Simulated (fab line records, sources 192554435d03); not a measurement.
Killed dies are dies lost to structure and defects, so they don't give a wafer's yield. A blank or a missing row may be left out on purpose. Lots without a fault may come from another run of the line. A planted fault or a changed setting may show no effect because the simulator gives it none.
A struck lot beside a sound one | flow n5_finfet | 37 steps out of a route of 1938
Sound: wafers L412.1, L412.3, L412.4. Struck: wafers L403.2, L403.5, L403.6. The cause comes at the end.
At each step with rows: each side's tool, then ch and its chambers, then its first start. Under that, the readings that differ: sound wafers | struck wafers | difference of the means | sigmas: that difference in standard deviations of wafers without a fault.
alike: readings whose means differ by less than 2 such deviations, and words and numbers that are the same on both sides. not compared: withheld readings, readings that some wafer has no value for, bounds like >300 that may hide the same value, and numbers for which the record gives no deviation and whose values overlap.
The two part at a step that has a row with sigmas, a row that says differs or no value, or rows on one side only. Numbers that don't overlap but have no deviation are shown without sigmas and don't part them. A reading that every wafer of one side lacks parts them only if that side has two wafers or more.

first, 9 steps without rows for these wafers: N5_BEOL_M4_ANNEAL_95 (time 240 s); N5_BEOL_M4_SPUTTER_96 (material Cu, target thk 4.5 nm, time 8.29 s); N5_BEOL_M4_ECD_50 (material Cu, target thk 300 nm); N5_BEOL_M4_ANNEAL_51 (time 90 s); N5_BEOL_M4_CMP_52 (polishes, stops on SiOC, t overpolish 6.8 s, target thk 40 nm); N5_BEOL_M4_PRE_CLEAN_60 (time 15 s); N5_BEOL_M4_CO_CAP_55 (material Co, precursor CCTBA/H2, target thk 2 nm, time 102.1 s); N5_BEOL_M4_PRE_CLEAN_56 (time 15 s); N5_BEOL_M4_DEP_57 (deposits SiCN from 3MS/NH3, target thk 8 nm, time 14 s).
N5_BEOL_M4_RC_MEAS_101:
  sound on prober-01 ch 0, day 13 12:19; struck on prober-01 ch 0, day 11 09:45
  alike: DIBL_N, DIBL_P, IOFF_N, IOFF_P, ION_N, ION_P, SS_N, SS_P, VT_N, VT_P
then, 24 steps without rows for these wafers: N5_BEOL_M5_ILD_DEP_00 (deposits SiCOH lowk from DEMS/porogen, target thk 140.64 nm, time 25.9 s); N5_BEOL_M5_CURE_79 (cures SiCOH lowk, time 240 s); N5_BEOL_M5_PECVD_70 (deposits SiO2 from TEOS/O2, target thk 16 nm, time 18 s); N5_BEOL_M5_HM_DEP_02 (deposits TiN, target thk 20 nm); N5_BEOL_M5_COAT_59 (time 60 s, resist thk 60 nm); N5_BEOL_M5_COAT_60 (time 60 s, resist thk 12 nm); N5_BEOL_M5_COAT_71 (time 60 s, resist thk 5 nm); N5_BEOL_M5_COAT_05 (resist thk 30 nm); N5_BEOL_M5_EBR_07; N5_BEOL_M5_SOFTBAKE_06 (time 60 s); N5_BEOL_M5_EXPOSE_08 (exposes mask M5, target cd 28 nm); N5_BEOL_M5_PEB_09 (peb time 60 s); N5_BEOL_M5_DEVELOP_10 (develop time 30 s); N5_BEOL_M5_DESCUM_16 (chemistry O2, time 7 s); N5_BEOL_M5_ETCH_72 (etches underlayer in N2/H2, target depth 6.5 nm, time 5.2 s); N5_BEOL_M5_ETCH_61 (etches SiARC in CF4, target depth 15.6 nm, time 26 s); N5_BEOL_M5_ETCH_62 (etches SOC in N2/H2, target depth 75 nm, overetch 15 nm, time 112.5 s); N5_BEOL_M5_STRIP_63 (strips in N2/H2); N5_BEOL_M5_STRIP_73 (strips in N2/H2); N5_BEOL_M5_STRIP_64 (strips in CF4); N5_BEOL_M5_HM_OPEN_17 (chemistry Cl2/BCl3, target TiN, target depth 20 nm, overetch 6 nm); N5_BEOL_M5_STRIP_19 (strips in O2); N5_BEOL_M5_COAT_65 (time 60 s, resist thk 60 nm); N5_BEOL_M5_COAT_66 (time 60 s, resist thk 12 nm).
-- the record jumps here: 3 days lie between the struck wafers' starts before and after (it left off in module BEOL_M5 and takes up again in module BEOL_M11, whose first step shown is number 1573 of the route) --
N5_BEOL_M11_ETCH_66: etches SOC in N2/H2, target depth 120 nm, overetch 24 nm, time 180 s.
  sound on rie_diel-01 ch 0,1,2, day 15 23:17; struck on rie_diel-06 ch 0,1,3, day 14 05:45
  no value came back on the struck wafers for any of 8 readings (bias_w (W), chamber_pressure_mTorr (mTorr) and others); on the sound wafers bias_w (W) reads 150.0 150.6 150.0
  reading                                       | sound        | struck         | difference | sigmas
  model.CAR-ArF_of_BEOL_M11_COAT_22.thk_nm (nm) | 0 0 0        | 55.4 55.6 55.6 | +55.5      |
  model.SiARC_of_BEOL_M11_COAT_64.thk_nm (nm)   | 22.8 22.2 23 | 30 30 30       | +7         |
N5_BEOL_M11_VIA_ETCH_34: etches SiCOH lowk in C4F6/O2, target depth 184.5 nm, time 69.2 s.
  sound on rie_diel-01 ch 0,1,2, day 15 23:25; struck on rie_diel-06 ch 0,1,3, day 14 05:53
  reading               | sound          | struck         | difference | sigmas
  oes_product_au (a.u.) | 0.83 0.96 0.92 | 0.29 0.32 0.33 | -0.59      | -7
  alike: C4F6_flow_sccm, O2_flow_sccm, drypump_motor_current_A, oes_ar_750_au, oes_o_777_au, rf_vpp_V, showerhead_plenum_p_Torr, throttle_valve_pct
  not compared: rf_hours_counter_h
-- the record jumps here: 2 days lie between the struck wafers' starts before and after (it left off in module BEOL_M11 and takes up again in module PASSIVATION, whose first step shown is number 1936 of the route) --
N5_PASSIVATION_PROBE_49:
  the record has rows for the struck wafers here (prober-02, day 16 10:38) and none for the sound ones

WHERE THEY PART
First at N5_BEOL_M11_ETCH_66; last, within this record, at N5_PASSIVATION_PROBE_49.

WHY: what the simulator had put in
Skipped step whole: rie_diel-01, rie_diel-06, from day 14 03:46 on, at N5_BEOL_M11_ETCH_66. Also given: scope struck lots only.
